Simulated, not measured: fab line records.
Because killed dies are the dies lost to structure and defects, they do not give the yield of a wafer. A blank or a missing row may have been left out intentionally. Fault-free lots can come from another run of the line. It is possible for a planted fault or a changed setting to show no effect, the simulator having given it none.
fab line records | flow n5_finfet
[record] lots = 6 wafers = 18 last_day = 17
route steps=1938 shown BEOL_M4@1094
lots untouched by any fault: they come from a run of this same line in which no faults occurred
start_h: the number of hours between the record's first day and the start of the first shown wafer of the lot | wait_h: time in hours since the lot's previous step | " same as the row above | L1.1+2: one row covering several wafers at once | - no value present, or no start provided | * or withheld: withheld | < > ~ a bound
route shown NAME@n: NAME is a module with steps in the file, n the number in the route of the first one | usual: mean/standard deviation of fault-free wafers | same: alike in all rows | chamber/n: place in a boat | sites: the reading at each site | _std_site: their standard deviation | _edge_site: inner sites' mean taken away from outer sites' mean | radius_mm: how far each site lies from the wafer's centre | mask NAME#n: copy n | behind: tool/chamber where the wafer was last shaped | hold: the reason the lot was held/the length of the hold in hours/how it ended | device: the transistor (n, p or np) that didn't switch | end of line: tests of these same wafers at the route's end | for a step that has no rows: nothing shown but its recipe | killed: the dies lost at the first sort to structure and to defects; this is not the yield of the wafer | map: a wafer's dies, marking killed ones x, the rest . and places with no die _
set.NAME: the setting as run; set.NAME@STEP: as run at that earlier step | model.NAME: the simulator's own value behind a step, which no gauge read
certain route steps with their lots: each step a table, each wafer a row
services: a tool's chamber out of use, with start hour (start_h, from the record's first day; less than 0 if before it), hours out, and reason
[[steps]]
[step N5_BEOL_M4_SPUTTER_90]
[recipe] material = Cu target_thk_a = 45 temp_c = -20 chamber_pressure_pa = 0.07 power_w = withheld time_s = 8.29
[usual] chamber_pressure_pa = 0.07001/0.00014 chuck_sensor_temp_C = -16.0/0.56 throttle_valve_pct = 29.8/1.2
// columns lot.wafer tool chamber start_h wait_h chamber_pressure_pa chuck_sensor_temp_C throttle_valve_pct
L673.3 pvd_sputter-02 - 177.88 0.1 0.06989 -16.9 29.7
L673.4 " - " " 0.07012 -16.4 28.2
L673.6 " - " " 0.07026 -16.9 30.2
L675.1 pvd_sputter-03 - 183.12 0.1 0.06997 -15.1 30.2
L675.3 " - " " 0.06968 -16.5 29.0
L675.4 " - " " 0.07012 -15.5 30.3
L684.3 pvd_sputter-03 - 238.32 0.1 0.06995 -16.5 29.0
L684.4 " - " " 0.07005 -15.3 29.3
L684.5 " - " " 0.07025 -15.3 30.5
L692.3 pvd_sputter-02 - 279.09 0.1 0.07014 -15.1 31.4
L692.4 " - " " 0.07011 -16.4 28.4
L692.6 " - " " 0.07001 -15.5 29.4
L693.2 pvd_sputter-02 - 296.36 0.1 0.06981 -16.9 30.0
L693.3 " - " " 0.06995 -16.4 28.5
L693.4 " - " " 0.07015 -15.2 31.2
L696.1 pvd_sputter-03 - 308.17 0.1 0.07012 -15.1 30.3
L696.3 " - " " 0.07008 -15.4 29.4
L696.6 " - " " 0.07002 -15.3 29.4
[step N5_BEOL_M4_ANNEAL_91]
[recipe] temp_c = 400 time_s = 240 ambient = vacuum
[step N5_BEOL_M4_SPUTTER_92]
[recipe] material = Cu target_thk_a = 45 temp_c = -20 chamber_pressure_pa = 0.07 power_w = withheld time_s = 8.29
[step N5_BEOL_M4_ANNEAL_93]
[recipe] temp_c = 400 time_s = 240 ambient = vacuum
[step N5_BEOL_M4_SPUTTER_94]
[recipe] material = Cu target_thk_a = 45 temp_c = -20 chamber_pressure_pa = 0.07 power_w = withheld time_s = 8.29
[usual] chamber_pressure_pa = 0.07001/0.00014 chuck_sensor_temp_C = -16.1/0.56 throttle_valve_pct = 29.8/1.2
// columns lot.wafer tool chamber start_h wait_h chamber_pressure_pa chuck_sensor_temp_C throttle_valve_pct
L673.3 pvd_sputter-02 - 178.32 0.1 0.07015 -16.9 30.1
L673.4 " - " " 0.06997 -16.4 28.5
L673.6 " - " " 0.07005 -17.0 29.7
L675.1 pvd_sputter-03 - 183.56 0.1 0.06996 -15.1 30.3
L675.3 " - " " 0.07014 -16.7 29.1
L675.4 " - " " 0.07007 -15.4 30.1
L684.3 pvd_sputter-03 - 238.76 0.1 0.06987 -16.5 29.1
L684.4 " - " " 0.07004 -15.5 29.4
L684.5 " - " " 0.06973 -15.5 30.2
L692.3 pvd_sputter-02 - 279.53 0.1 0.07018 -15.3 31.5
L692.4 " - " " 0.07003 -16.5 28.4
L692.6 " - " " 0.07 -15.4 29.7
L693.2 pvd_sputter-02 - 296.80 0.1 0.07009 -16.7 29.8
L693.3 " - " " 0.07011 -16.5 28.4
L693.4 " - " " 0.07004 -15.3 31.0
L696.1 pvd_sputter-03 - 308.61 0.1 0.0699 -15.1 30.2
L696.3 " - " " 0.07015 -15.6 29.6
L696.6 " - " " 0.07018 -15.4 29.4
[step N5_BEOL_M4_ANNEAL_95]
[recipe] temp_c = 400 time_s = 240 ambient = vacuum
[usual] heater_power_w = 852/94
// columns lot.wafer tool chamber start_h wait_h heater_power_w
L673.3 pvd_sputter-02 - 178.40 0.0 1014
L673.4 " - " " 767
L673.6 " - " " 1002
L675.1 pvd_sputter-03 - 183.64 0.0 797
L675.3 " - " " 914
L675.4 " - " " 833
L684.3 pvd_sputter-03 - 238.84 0.0 911
L684.4 " - " " 905
L684.5 " - " " 832
L692.3 pvd_sputter-02 - 279.61 0.0 748
L692.4 " - " " 795
L692.6 " - " " 829
L693.2 pvd_sputter-02 - 296.88 0.0 991
L693.3 " - " " 805
L693.4 " - " " 769
L696.1 pvd_sputter-03 - 308.69 0.0 814
L696.3 " - " " 915
L696.6 " - " " 918
[step N5_BEOL_M4_SPUTTER_96]
[recipe] material = Cu target_thk_a = 45 temp_c = -20 chamber_pressure_pa = 0.07 power_w = withheld time_s = 8.29
[step N5_BEOL_M4_ECD_50]
[recipe] material = Cu target_thk_a = 3000
[step N5_BEOL_M4_ANNEAL_51]
[recipe] temp_c = 225 time_s = 90 ambient = N2
[step N5_BEOL_M4_CMP_52]
[recipe] stop_on = SiOC t_overpolish_s = 6.8 down_force_psi = 1 platen_rpm = 50 clearing_platen_down_force_psi = 1.5 clearing_platen_rpm = 50 post_cmp_clean = cu_alkaline target_thk_nm = 40 clearing_platen_pad_velocity_m_s = 0.99484 pad_velocity_m_s = 0.99484
[usual] barrier_field_endpoint_s = 25.1/0.73 clearing_platen_rpm = 50.000/0.027 motor_current_A = 6.0/0.5 overpolish_run_s = 6.800/0.0093 retaining_ring_pressure_frac = 1.000/0.0049 time_to_endpoint_s = 64/3.5
[same] t_overpolish_s = 6.8
// columns lot.wafer tool chamber start_h wait_h barrier_field_endpoint_s clearing_platen_rpm motor_current_A overpolish_run_s retaining_ring_pressure_frac time_to_endpoint_s
L673.3 cmp-04 0 179.07 0.2 26.5 49.989 5.5 6.799 0.998 70
L673.4 " 2 " " 25.1 50.011 6.7 6.790 1.002 63
L673.6 " 0 " " 26.0 50.009 5.4 6.818 1.002 70
L675.1 cmp-04 1 184.27 0.3 25.5 49.962 5.7 6.798 0.999 65
L675.4 " 3 " " 26.0 50.002 6.0 6.798 1.000 65
L675.3 " 0 " " 26.3 50.011 5.5 6.805 0.995 69
L684.3 cmp-02 0 239.60 0.2 24.8 50.003 6.6 6.797 1.010 61
L684.4 " 2 " " 25.1 50.001 5.7 6.807 1.013 66
L684.5 " 0 " " 25.6 49.974 6.4 6.791 1.006 65
L692.4 cmp-04 2 280.24 0.1 24.6 49.958 6.9 6.811 0.992 62
L692.3 " 0 " " 25.9 50.063 5.6 6.797 1.008 69
L692.6 " 3 " " 25.2 50.051 6.1 6.788 1.002 65
L693.4 cmp-03 2 297.79 0.1 23.4 49.998 5.3 6.803 0.994 55
L693.3 " 3 " " 23.3 50.013 5.7 6.814 0.998 55
L693.2 " 1 " " 23.9 49.976 5.5 6.806 1.002 58
L696.3 cmp-04 1 309.32 0.2 24.7 49.992 5.7 6.792 1.002 65
L696.1 " 0 " " 25.6 50.002 5.3 6.814 0.999 68
L696.6 " 2 " " 23.7 49.979 6.7 6.793 1.006 59
[step N5_BEOL_M4_THK_MEAS_53]
[recipe] thk_meas_gauge = xrf reads = Cu_of_BEOL_M4_ECD_50
[usual] M4_THK = 39.4/1.7
// columns lot.wafer tool chamber start_h wait_h M4_THK[nm]
L673.3 film_metro-02 - 179.37 - 39.9
L673.4 " - " " 37.0
L673.6 " - " " 38.7
L675.1 film_metro-02 - 184.56 - 40.7
L675.3 " - " " 40.9
L675.4 " - " " 37.9
L684.3 film_metro-01 - 239.86 - 38.6
L684.4 " - " " 42.1
L684.5 " - " " 39.9
L692.3 film_metro-02 - 280.54 - 42.3
L692.4 " - " " 36.5
L692.6 " - " " 43.0
L693.2 film_metro-02 - 298.09 - 38.2
L693.3 " - " " 38.8
L693.4 " - " " 35.6
L696.1 film_metro-01 - 309.62 - 41.3
L696.3 " - " " 40.4
L696.6 " - " " 40.5
[step N5_BEOL_M4_PRE_CLEAN_60]
[recipe] gas = NH3/H2 time_s = 15 temp_c = * rf_power_w = 300
[usual] heater_power_w = 105/24
// columns lot.wafer tool chamber start_h wait_h heater_power_w
L673.3 cvd_co-01 0 179.40 0.0 77
L673.4 " 1 " " 80
L673.6 " 0 " " 79
L675.1 cvd_co-01 0 184.60 0.0 79
L675.3 " 2 " " 125
L675.4 " 0 " " 81
L684.3 cvd_co-01 1 239.90 0.0 79
L684.4 " 1 " " 79
L684.5 " 2 " " 126
L692.3 cvd_co-01 1 280.58 0.0 83
L692.4 " 1 " " 83
L692.6 " 2 " " 126
L693.2 cvd_co-01 2 298.12 0.0 127
L693.3 " 0 " " 79
L693.4 " 1 " " 79
L696.1 cvd_co-02 2 309.65 0.0 108
L696.3 " 0 " " 141
L696.6 " 0 " " 140
[step N5_BEOL_M4_CO_CAP_55]
[recipe] material = Co target_thk_a = 20 temp_c = 200 precursor = CCTBA/H2 pressure_torr = 30 time_s = 102.1
[usual] heater_power_w = 260/30 run_length_s = 124.9/0.58
// columns lot.wafer tool chamber start_h wait_h heater_power_w run_length_s model.Co_of_BEOL_M4_CO_CAP_55.thk_nm
L673.3 cvd_co-01 0 179.44 0.0 228 125.4 2
L673.4 " 1 " " 229 125.2 2.4
L673.6 " 0 " " 225 124.9 2
L675.1 cvd_co-01 0 184.64 0.0 229 125.0 1.8
L675.3 " 2 " " 285 124.9 1.8
L675.4 " 0 " " 227 124.8 2
L684.3 cvd_co-01 1 239.94 0.0 232 125.6 2.2
L684.4 " 1 " " 231 125.2 2
L684.5 " 2 " " 284 123.8 1.8
L692.3 cvd_co-01 1 280.62 0.0 234 180.3 3.2
L692.4 " 1 " " 224 180.3 3.2
L692.6 " 2 " " 293 179.0 3
L693.2 cvd_co-01 2 298.16 0.0 295 179.2 2.8
L693.3 " 0 " " 233 180.2 3
L693.4 " 1 " " 229 180.1 3.2
L696.1 cvd_co-02 2 309.69 0.0 267 123.9 2.2
L696.3 " 0 " " 305 125.0 2.2
L696.6 " 0 " " 299 124.8 2.2
[step N5_BEOL_M4_PRE_CLEAN_56]
[recipe] gas = NH3 time_s = 15 temp_c = withheld rf_power_w = 300
[step N5_BEOL_M4_RC_MEAS_101]
[usual] DIBL_N = 36.9/1.6 DIBL_P = 37.1/2 IOFF_N = 0.17/0.032 IOFF_P = 0.22/0.036 ION_N = 674/12 ION_P = 463/7.8 SS_N = 71.7/0.63 SS_P = 73.5/0.62 VT_N = 249/3.3 VT_P = -250/3.5
// columns lot.wafer tool chamber start_h wait_h DIBL_N[mV/V] DIBL_P[mV/V] IOFF_N[nA/um] IOFF_P[nA/um] ION_N[uA/um] ION_P[uA/um] SS_N[mV/dec] SS_P[mV/dec] VT_N[mV] VT_P[mV]
L673.3 prober-01 0 179.99 0.3 37.1 37.8 0.19 0.25 686 468 71.6 73.9 247 -250
L673.4 " 0 " " 36.9 36.9 0.18 0.22 678 458 72.9 73.6 246 -251
L673.6 " 0 " " 37.0 37.2 0.17 0.23 679 465 71.6 73.4 248 -250
L675.1 prober-01 0 184.88 0.0 37.0 37.5 0.16 0.20 670 458 71.4 73.1 249 -253
L675.3 " 0 " " 38.1 38.2 0.15 0.20 657 450 71.0 74.4 252 -252
L675.4 " 0 " " 36.6 36.0 0.14 0.17 664 452 71.3 73.2 254 -256
L684.3 prober-02 0 240.48 0.3 41.2 39.6 0.22 0.23 674 461 72.6 74.1 248 -253
L684.4 " 0 " " 38.2 36.8 0.14 0.18 659 447 72.0 74.3 253 -256
L684.5 " 0 " " 39.8 39.5 0.19 0.23 673 456 72.3 74.1 247 -250
L692.3 prober-01 0 281.28 0.4 36.8 34.9 0.15 0.21 691 471 71.0 73.9 250 -248
L692.4 " 0 " " 37.9 35.1 0.17 0.23 678 464 71.5 73.2 249 -247
L692.6 " 0 " " 40.2 38.7 0.22 0.30 690 477 72.4 74.6 245 -244
L693.2 prober-02 0 298.55 0.2 35.2 33.8 0.13 0.21 677 471 70.9 73.2 254 -250
L693.3 " 0 " " 34.8 32.4 0.12 0.18 657 456 71.0 72.9 254 -252
L693.4 " 0 " " 36.9 35.5 0.15 0.24 689 475 71.6 73.8 249 -248
L696.1 prober-01 0 309.93 0.0 36.5 37.0 0.16 0.23 683 469 71.9 73.0 248 -246
L696.3 " 0 " " 36.5 38.3 0.15 0.25 669 463 71.4 73.4 252 -245
L696.6 " 0 " " 36.6 37.2 0.16 0.24 675 467 71.7 73.4 249 -248
[[services]]
// columns tool chamber start_h hours kind
cmp-04 - 175.23 1.2 repair
cmp-03 - 185.86 5.9 repair
cmp-02 - 187.40 2.3 repair
cmp-02 - 195.88 1.1 repair
cmp-03 - 203.28 1.0 repair
cmp-02 - 204.74 0.2 repair
cmp-03 - 208.51 0.7 repair
cmp-02 - 226.70 5.5 pm
cmp-03 - 228.00 4.0 pm
cmp-03 - 234.83 4.0 pm
cmp-03 - 238.83 - consumable_replace:conditioner
cmp-03 - 238.83 - consumable_replace:pad
cmp-03 - 241.71 8.8 pm
cvd_co-02 - 269.69 4.1 repair
cmp-03 - 276.12 4.4 repair
cmp-04 - 280.95 2.1 repair
cvd_co-02 1 282.97 11.8 repair
cmp-02 - 294.69 4.3 pm
cmp-02 - 304.26 4.0 pm
cmp-02 - 308.26 - consumable_replace:conditioner
cmp-02 - 308.26 - consumable_replace:pad
[[key]]
[first_sign] step = N5_BEOL_M4_CO_CAP_55 reading = run_length_s direction = up sigmas = 95 usual = * struck = *
effect none on later readings
[model_effect] step = N5_BEOL_M4_CO_CAP_55 value = Co_of_BEOL_M4_CO_CAP_55.thk_nm without = 1.967 struck = 3.067
met_at N5_BEOL_M4_CO_CAP_55
struck_wafers L692.3,L692.4,L692.6,L693.2,L693.3,L693.4
onset_between 239.94 280.62
[fault] kind = process_parameter_drift tool = cvd_co-01 chamber = - onset_h = 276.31 steps = N5_BEOL_M4_CO_CAP_55 channel = time_s offset = * shape = step end_h = 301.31 acts_in = * stated = *
